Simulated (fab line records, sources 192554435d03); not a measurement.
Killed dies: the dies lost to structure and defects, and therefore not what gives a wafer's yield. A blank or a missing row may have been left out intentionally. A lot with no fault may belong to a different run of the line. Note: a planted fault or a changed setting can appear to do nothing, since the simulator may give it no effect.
Split-lot study || flow n5-finfet || 21 wafers read across 7 lots, on a route 1938 steps long

## THE SPLIT
At N5_HKMG_FIN_COAT_29 (time 60 s, resist thk 300 nm), the setting spin-rpm was moved away from the recipe's 1500 rpm on 6 of the 21 wafers read, by -11.3% to +8.9%. This setting was run at the recipe's value on the other wafers.

The reading comes from the split's own step.

## THE READING
SOC_of_HKMG_FIN_COAT_29.thk-nm (the simulator's own value, which no gauge read), in nm, at N5_HKMG_FIN_COAT_29 (time 60 s, resist thk 300 nm). The file does not state a usual value for it. Average 300.8 nm, standard deviation 0.51 nm, over the 15 wafers here run with the recipe.

{"wafer": "L075.2", "tool, chamber at the split": "litho-track-02, 0", "spin-rpm as run, rpm": 1500, "against the recipe": "recipe", "SOC_of_HKMG_FIN_COAT_29.thk-nm, nm": 300.6, "against lot-mates on the recipe": "-"}
{"wafer": "L075.5", "tool, chamber at the split": "litho-track-02, 0", "spin-rpm as run, rpm": 1500, "against the recipe": "recipe", "SOC_of_HKMG_FIN_COAT_29.thk-nm, nm": 300.6, "against lot-mates on the recipe": "-"}
{"wafer": "L075.4", "tool, chamber at the split": "litho-track-02, 0", "spin-rpm as run, rpm": 1500, "against the recipe": "recipe", "SOC_of_HKMG_FIN_COAT_29.thk-nm, nm": 300.8, "against lot-mates on the recipe": "-"}
{"wafer": "L077.4", "tool, chamber at the split": "litho-track-02, 0", "spin-rpm as run, rpm": 1500, "against the recipe": "recipe", "SOC_of_HKMG_FIN_COAT_29.thk-nm, nm": 301.4, "against lot-mates on the recipe": "-"}
{"wafer": "L077.5", "tool, chamber at the split": "litho-track-02, 0", "spin-rpm as run, rpm": 1500, "against the recipe": "recipe", "SOC_of_HKMG_FIN_COAT_29.thk-nm, nm": 300.4, "against lot-mates on the recipe": "-"}
{"wafer": "L077.6", "tool, chamber at the split": "litho-track-02, 0", "spin-rpm as run, rpm": 1500, "against the recipe": "recipe", "SOC_of_HKMG_FIN_COAT_29.thk-nm, nm": 300.4, "against lot-mates on the recipe": "-"}
{"wafer": "L078.1", "tool, chamber at the split": "litho-track-02, 0", "spin-rpm as run, rpm": 1500, "against the recipe": "recipe", "SOC_of_HKMG_FIN_COAT_29.thk-nm, nm": 300, "against lot-mates on the recipe": "-"}
{"wafer": "L078.3", "tool, chamber at the split": "litho-track-02, 0", "spin-rpm as run, rpm": 1632, "against the recipe": "+8.8%", "SOC_of_HKMG_FIN_COAT_29.thk-nm, nm": 288, "against lot-mates on the recipe": -12.0}
{"wafer": "L078.5", "tool, chamber at the split": "litho-track-02, 0", "spin-rpm as run, rpm": 1632, "against the recipe": "+8.8%", "SOC_of_HKMG_FIN_COAT_29.thk-nm, nm": 287.6, "against lot-mates on the recipe": -12.4}
{"wafer": "L081.2", "tool, chamber at the split": "litho-track-03, 0", "spin-rpm as run, rpm": 1500, "against the recipe": "recipe", "SOC_of_HKMG_FIN_COAT_29.thk-nm, nm": 301.8, "against lot-mates on the recipe": "-"}
{"wafer": "L081.5", "tool, chamber at the split": "litho-track-03, 0", "spin-rpm as run, rpm": 1500, "against the recipe": "recipe", "SOC_of_HKMG_FIN_COAT_29.thk-nm, nm": 301.6, "against lot-mates on the recipe": "-"}
{"wafer": "L081.6", "tool, chamber at the split": "litho-track-03, 0", "spin-rpm as run, rpm": 1500, "against the recipe": "recipe", "SOC_of_HKMG_FIN_COAT_29.thk-nm, nm": 301.4, "against lot-mates on the recipe": "-"}
{"wafer": "L082.1", "tool, chamber at the split": "litho-track-02, 0", "spin-rpm as run, rpm": 1634, "against the recipe": "+8.9%", "SOC_of_HKMG_FIN_COAT_29.thk-nm, nm": 289.6, "against lot-mates on the recipe": -10.6}
{"wafer": "L082.4", "tool, chamber at the split": "litho-track-02, 0", "spin-rpm as run, rpm": 1634, "against the recipe": "+8.9%", "SOC_of_HKMG_FIN_COAT_29.thk-nm, nm": 288.2, "against lot-mates on the recipe": -12.0}
{"wafer": "L082.5", "tool, chamber at the split": "litho-track-02, 0", "spin-rpm as run, rpm": 1500, "against the recipe": "recipe", "SOC_of_HKMG_FIN_COAT_29.thk-nm, nm": 300.2, "against lot-mates on the recipe": "-"}
{"wafer": "L084.2", "tool, chamber at the split": "litho-track-02, 0", "spin-rpm as run, rpm": 1500, "against the recipe": "recipe", "SOC_of_HKMG_FIN_COAT_29.thk-nm, nm": 300.6, "against lot-mates on the recipe": "-"}
{"wafer": "L084.3", "tool, chamber at the split": "litho-track-02, 0", "spin-rpm as run, rpm": 1500, "against the recipe": "recipe", "SOC_of_HKMG_FIN_COAT_29.thk-nm, nm": 300.8, "against lot-mates on the recipe": "-"}
{"wafer": "L084.6", "tool, chamber at the split": "litho-track-02, 0", "spin-rpm as run, rpm": 1500, "against the recipe": "recipe", "SOC_of_HKMG_FIN_COAT_29.thk-nm, nm": 300.8, "against lot-mates on the recipe": "-"}
{"wafer": "L086.1", "tool, chamber at the split": "litho-track-03, 0", "spin-rpm as run, rpm": 1500, "against the recipe": "recipe", "SOC_of_HKMG_FIN_COAT_29.thk-nm, nm": 300.6, "against lot-mates on the recipe": "-"}
{"wafer": "L086.2", "tool, chamber at the split": "litho-track-03, 0", "spin-rpm as run, rpm": 1331, "against the recipe": "-11.3%", "SOC_of_HKMG_FIN_COAT_29.thk-nm, nm": 318, "against lot-mates on the recipe": "+17.4"}
{"wafer": "L086.3", "tool, chamber at the split": "litho-track-03, 0", "spin-rpm as run, rpm": 1331, "against the recipe": "-11.3%", "SOC_of_HKMG_FIN_COAT_29.thk-nm, nm": 318.4, "against lot-mates on the recipe": "+17.8"}

FIT RESULTS
A straight line over all 21 wafers: SOC_of_HKMG_FIN_COAT_29.thk-nm changes by -1.47 nm for each +1% of spin-rpm; r = -1.00; the points scatter about the line by 0.68 nm.
The same after taking each lot's own level away (the mean of its wafers on the recipe; 21 wafers): -1.44 nm for each +1%; r = -1.00; scatter 0.68 nm.
On that fit, the largest move of spin-rpm shifts the reading by 16 nm.
Measured against the standard deviation above, the lots' own levels, which go from 300.00 to 301.60 nm, span 3.2 times it.
The two slopes agree, so the slope changes little with the lot-to-lot level.
Check: for one of the wafers moved furthest among these (-11.3%), held out of the fit, the line's prediction against its lot-mates is +16.2 nm. It came out at +17.4 nm against them.

## OTHER SPLITS ON THESE WAFERS
Other splits were also applied to these wafers ahead of the reading. Each is held against what the fit with the lots' levels taken away leaves over:
{"other split on the same wafers": "N5_WELL_APT_COAT_19 spin-rpm", "wafers away from the commonest value": 7, "r with SOC_of_HKMG_FIN_COAT_29.thk-nm (lot level and that fit taken away)": "+0.16"}
{"other split on the same wafers": "N5_FIN_SAQP_EXPOSE_13 dose-mj", "wafers away from the commonest value": 8, "r with SOC_of_HKMG_FIN_COAT_29.thk-nm (lot level and that fit taken away)": -0.06}
{"other split on the same wafers": "N5_FIN_SAQP_PEB_14 peb-time-s", "wafers away from the commonest value": 6, "r with SOC_of_HKMG_FIN_COAT_29.thk-nm (lot level and that fit taken away)": -0.15}
{"other split on the same wafers": "N5_DUMMY_GATE_EXPOSE_12 dose-mj", "wafers away from the commonest value": 3, "r with SOC_of_HKMG_FIN_COAT_29.thk-nm (lot level and that fit taken away)": -0.11}
{"other split on the same wafers": "N5_SD_EPI_N_COAT_33 spin-rpm", "wafers away from the commonest value": 7, "r with SOC_of_HKMG_FIN_COAT_29.thk-nm (lot level and that fit taken away)": "+0.12"}
{"other split on the same wafers": "N5_SDB_COAT_03 spin-rpm", "wafers away from the commonest value": 7, "r with SOC_of_HKMG_FIN_COAT_29.thk-nm (lot level and that fit taken away)": -0.04}
{"other split on the same wafers": "N5_SDB_ALD_29 ald-cycles", "wafers away from the commonest value": 5, "r with SOC_of_HKMG_FIN_COAT_29.thk-nm (lot level and that fit taken away)": -0.15}

## FILE'S OWN FIT
SOC_of_HKMG_FIN_COAT_29.thk-nm changes by -1.43 nm for each +1% of spin-rpm, r = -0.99.
